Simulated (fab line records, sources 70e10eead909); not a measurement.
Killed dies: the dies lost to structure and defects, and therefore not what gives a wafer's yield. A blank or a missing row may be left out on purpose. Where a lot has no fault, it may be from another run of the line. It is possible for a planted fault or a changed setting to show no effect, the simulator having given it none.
2 desks looking at one fault | flow nand-harc | every desk sees just its own numbers, and what lay behind them comes last

TOOL OWNER'S DESK, wet-bench-10
The tool's own readings at NHARC_A_M1_STRIP_19 (strips in post etch residue remover, time 600 s): means of the sampled wafers that have a number, for each lot that ran on this tool. Any lot whose mean is over 4 standard deviations away from the usual mean is out of limits and marked OUT; that distance is given in the brackets.
Columns: A = run-length-s at NHARC_A_M1_STRIP_19, usual 602.9 s
lot  | first seen here | A
L978 | day 19 10:28    | 603.8
L976 | day 20 08:14    | 602.6
L979 | day 20 11:34    | 603.2
L984 | day 21 02:29    | 620.9 (+15) OUT
This desk's verdict: out of limits on L984, starting with L984 at day 21 02:29 (run-length-s at NHARC_A_M1_STRIP_19). Within limits: L978, L976, L979.

FROM THE METROLOGY DESK
What the gauges read, lot by lot, whatever tool the lot ran on: means of the sampled wafers that have a number. Any lot whose mean is over 4 standard deviations away from the usual mean is out of limits and marked OUT; that distance is given in the brackets.
Columns: A = overlay-x-nm at NHARC_A_M1_OVL_MEAS_10, usual 0.0 nm; B = overlay-y-nm at NHARC_A_M1_OVL_MEAS_10, usual 0.2 nm; C = thk-nm at NHARC_A_M1_THK_MEAS_24, usual 154.4 nm
lot  | first seen here | A    | B    | C
L969 | day 18 08:55    | 0.1  | 0.4  | 152.5
L970 | day 18 09:05    | -1.2 | 0.5  | 154.2
L972 | day 18 09:14    | 1.0  | 0.2  | 154.6
L973 | day 18 09:23    | 1.4  | -1.2 | 155.1
L971 | day 18 11:08    | 0.1  | 0.4  | 155.0
L975 | day 18 23:30    | 1.0  | 1.4  | 155.6
L978 | day 19 09:36    | -1.4 | -0.5 | 154.2
L977 | day 19 19:46    | -1.0 | -1.0 | 157.4
L976 | day 20 07:19    | -1.6 | 0.9  | 154.7
L979 | day 20 10:43    | 0.5  | 1.1  | 152.3
L984 | day 21 01:38    | 0.8  | 1.1  | 155.6
L992 | day 22 21:29    | -0.5 | 1.6  | 154.1
L991 | day 23 06:02    | 0.7  | 0.4  | 154.6
This desk's verdict: no lot among the 13 shows anything out of limits.

BROUGHT TOGETHER
At day 21 02:29, on L984, the tool owner's desk was in a position to raise an alarm.
Metrology desk: nothing out of limits seen.
The metrology desk has L984 on record, within its limits.
NHARC_A_M1_STRIP_19 was run on wet-bench-10 by each of the lots named.

WHAT HAD BEEN PUT IN BY THE SIMULATOR
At NHARC_A_M1_STRIP_19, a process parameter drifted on wet-bench-10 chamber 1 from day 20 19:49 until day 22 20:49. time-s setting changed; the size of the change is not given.
Struck lots among those shown: L984.
Hours from the fault's start to each desk's first reading out of limits: the tool owner's desk, 7.
